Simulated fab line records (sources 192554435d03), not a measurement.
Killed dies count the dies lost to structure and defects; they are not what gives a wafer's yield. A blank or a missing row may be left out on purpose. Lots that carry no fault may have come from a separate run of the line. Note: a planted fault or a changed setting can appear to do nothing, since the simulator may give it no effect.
A struck lot beside a sound one	flow n5Finfet	24 steps out of a route of 1938
Sound: these wafers, L786.1, L786.4, L786.5. Struck: wafers L788.3, L788.4, L788.6. At the end, the cause is stated.
For every step that has rows: the tool of each side, followed by ch and its chambers, followed by its first start. Under that, the readings that differ: sound wafers	struck wafers	difference of the means	sigmas: that difference in standard deviations of wafers without a fault.
alike: readings with means less than 2 such deviations apart, plus words and numbers identical on both sides. not compared: withheld readings, readings lacking a value on some wafer, bounds such as >300 that could conceal the same value, and numbers that have no deviation in the record and whose values overlap.
The two part at a step that has a row with sigmas, a row that says differs or no value, or rows on one side only. Non-overlapping numbers with no deviation appear without sigmas and do not part them. A reading missing from all wafers of one side parts the sides only when that side holds two or more wafers.

first, 8 steps without rows for these wafers: N5_BEOL_M5_PRE_CLEAN_77 (time 15 s); N5_BEOL_M5_CO_CAP_78 (material Co, precursor CCTBA/H2, target thk 2 nm, time 102.1 s); N5_BEOL_M5_PRE_CLEAN_55 (time 15 s); N5_BEOL_M5_DEP_56 (deposits SiCN from 3MS/NH3, target thk 8 nm, time 14 s); N5_BEOL_M6_ILD_DEP_00 (deposits SiCOH lowk from DEMS/porogen, target thk 179.75 nm, time 33.4 s); N5_BEOL_M6_CURE_74 (cures SiCOH lowk, time 240 s); N5_BEOL_M6_PECVD_70 (deposits SiO2 from TEOS/O2, target thk 20 nm, time 22.7 s); N5_BEOL_M6_HM_DEP_02 (deposits TiN, target thk 20 nm).
N5_BEOL_M6_COAT_59: time 60 s, resist thk 100 nm.
  sound on lithoTrack-02 ch 0, day 13 04:31; struck on lithoTrack-01 ch 0, day 13 08:38
reading	sound	struck	difference	sigmas
spinSpeedRpm (rpm)	1500.8 1500.0 1500.3	1569.6 1567.7 1569.2	+68.5	+69
model.SOC_of_BEOL_M6_COAT_59.thkNm (nm)	100.2 100.4 100	98.2 98 98	-2.1	
  alike: exhaustPa
then, 9 steps without rows for these wafers: N5_BEOL_M6_COAT_60 (time 60 s, resist thk 35 nm); N5_BEOL_M6_COAT_05 (resist thk 90 nm); N5_BEOL_M6_EBR_07; N5_BEOL_M6_SOFTBAKE_06 (time 60 s); N5_BEOL_M6_EXPOSE_08 (exposes mask M6); N5_BEOL_M6_PEB_09 (peb time 60 s); N5_BEOL_M6_DEVELOP_10 (develop time 30 s); N5_BEOL_M6_DESCUM_16 (chemistry O2, time 7.9 s); N5_BEOL_M6_ETCH_61 (etches SiARC in CF4, target depth 45.5 nm, time 75.8 s).
N5_BEOL_M6_ETCH_62: etches SOC in N2/H2, target depth 110 nm, overetch 22 nm, time 165 s.
  sound on rieDiel-05 ch 0,1,3, day 13 05:04; struck on rieDiel-01 ch 0,1,2, day 13 09:04
reading	sound	struck	difference	sigmas
rfVppV (V)	526.2 529.2 526.5	522.2 523.4 522.7	-4.5	-2
model.etch.depthNm (nm)	100.2 100.3 100	98.12 97.95 98	-2.14	
  alike: drypumpMotorCurrentA, oesProductAu, showerheadPlenumPTorr, throttleValvePct
  not compared: rfHoursCounterH
then, 2 steps without rows for these wafers: N5_BEOL_M6_STRIP_68 (strips in N2/H2); N5_BEOL_M6_STRIP_67 (strips in CF4).
N5_BEOL_M6_HM_OPEN_17: chemistry Cl2/BCl3, target TiN, target depth 20 nm, overetch 6 nm.
  sound on rieMetal-03 ch 0,1, day 13 05:15; struck on rieMetal-03 ch 0,1, day 13 09:17
reading	sound	struck	difference	sigmas
model.SOC_of_BEOL_M6_COAT_59.thkNm (nm)	92.4 92.2 92	90.4 90 90	-2.1	
  alike: drypumpMotorCurrentA, oesProductAu, throttleValvePct
  not compared: rfHoursCounterH
then, 1 step without rows for these wafers: N5_BEOL_M6_STRIP_19 (strips in O2).
-- record jumps: 3 days separate the struck wafers' starts on either side; left off in module BEOL_M6, taken up again in module PASSIVATION, whose first shown step is the route's number 1936 --
N5_PASSIVATION_PROBE_49:
  record: rows for the struck wafers here (prober-02, day 16 15:26), none for the sound ones

## WHERE THEY PART
Last at N5_PASSIVATION_PROBE_49 as far as this record goes, first at N5_BEOL_M6_COAT_59.

WHY: the cause the simulator had injected
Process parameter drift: lithoTrack-01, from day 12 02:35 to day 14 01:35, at N5_BEOL_M6_COAT_59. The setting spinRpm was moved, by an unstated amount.
